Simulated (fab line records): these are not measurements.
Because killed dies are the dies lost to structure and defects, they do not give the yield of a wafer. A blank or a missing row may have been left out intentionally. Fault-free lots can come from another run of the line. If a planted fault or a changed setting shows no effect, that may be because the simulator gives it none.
Matching of chambers | flow nandHarc | NHARC_A_ONON_D2_DEP_33 on pecvd-02: 3 sister chambers
The step deposits SiO2, target thk 200 nm. 14 wafers are shown with their chamber, then 7 later ones without.

== WAFERS, EACH WITH ITS CHAMBER ==
wafer  | chamber | throttleValvePct (%) | heaterPowerW (W) | flowSccm (sccm)
L100.2 | 0       | 15.5                 | 370              | 2657
L100.4 | 0       | 15.6                 | 385              | 2656
L100.5 | 1       | 17.0                 | 606              | 2652
L103.1 | 2       | 17.4                 | 430              | 2650
L103.3 | 1       | 17.5                 | 635              | 2666
L103.4 | 2       | 17.5                 | 440              | 2655
L104.1 | 2       | 17.3                 | 435              | 2643
L104.5 | 1       | 17.3                 | 631              | 2652
L104.6 | 0       | 15.6                 | 374              | 2643
L110.1 | 0       | 15.9                 | 471              | 2674
L110.3 | 1       | 17.1                 | 647              | 2660
L110.4 | 2       | 17.5                 | 506              | 2646
L119.2 | 0       | 15.9                 | 472              | 2651
L119.3 | 2       | 17.0                 | 403              | 2656

SIGNATURES, as means of the wafers listed above
reading          | chamber 0 | chamber 1 | chamber 2 | scatter within a chamber
throttleValvePct | 15.700    | 17.225    | 17.340    | 0.204
heaterPowerW     | 414.40    | 629.75    | 442.80    | 40.1
flowSccm         | 2656.20   | 2657.50   | 2650.00   | 8.44
Rule: for each reading, subtract the chamber's mean from the wafer's reading, divide by that reading's scatter and square the result; add these up over the readings and take the root, which gives the wafer's distance from the chamber. The wafer belongs to the nearest chamber; if the next one is less than 2 further off, it can't be placed. The scatter: take each reading less its chamber's mean, square it, sum over the shown wafers, divide by the number of wafers less the number of chambers, and take the root.

== WAFERS MISSING THEIR CHAMBER ==
wafer  | throttleValvePct (%) | heaterPowerW (W) | flowSccm (sccm)
L119.4 | 16.9                 | 420              | 2636
L120.1 | 16.9                 | 642              | 2646
L120.4 | 15.9                 | 388              | 2655
L120.6 | 16.6                 | 646              | 2651
L121.4 | 16.7                 | 564              | 2656
L121.5 | 15.6                 | 485              | 2663
L121.6 | 17.1                 | 423              | 2648

== WHICH CHAMBER EACH WENT THROUGH ==
wafer  | from the rows above     | in truth
L119.4 | 2                       | 2
L120.1 | 1                       | 1
L120.4 | 0                       | 0
L120.6 | 1                       | 1
L121.4 | can't be placed: 1 or 2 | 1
L121.5 | 0                       | 0
L121.6 | 2                       | 2
6 of 7 placed correctly. Unplaceable from these rows: 1, with the true chamber sitting among the candidates in 1. Number placed wrongly: 0.
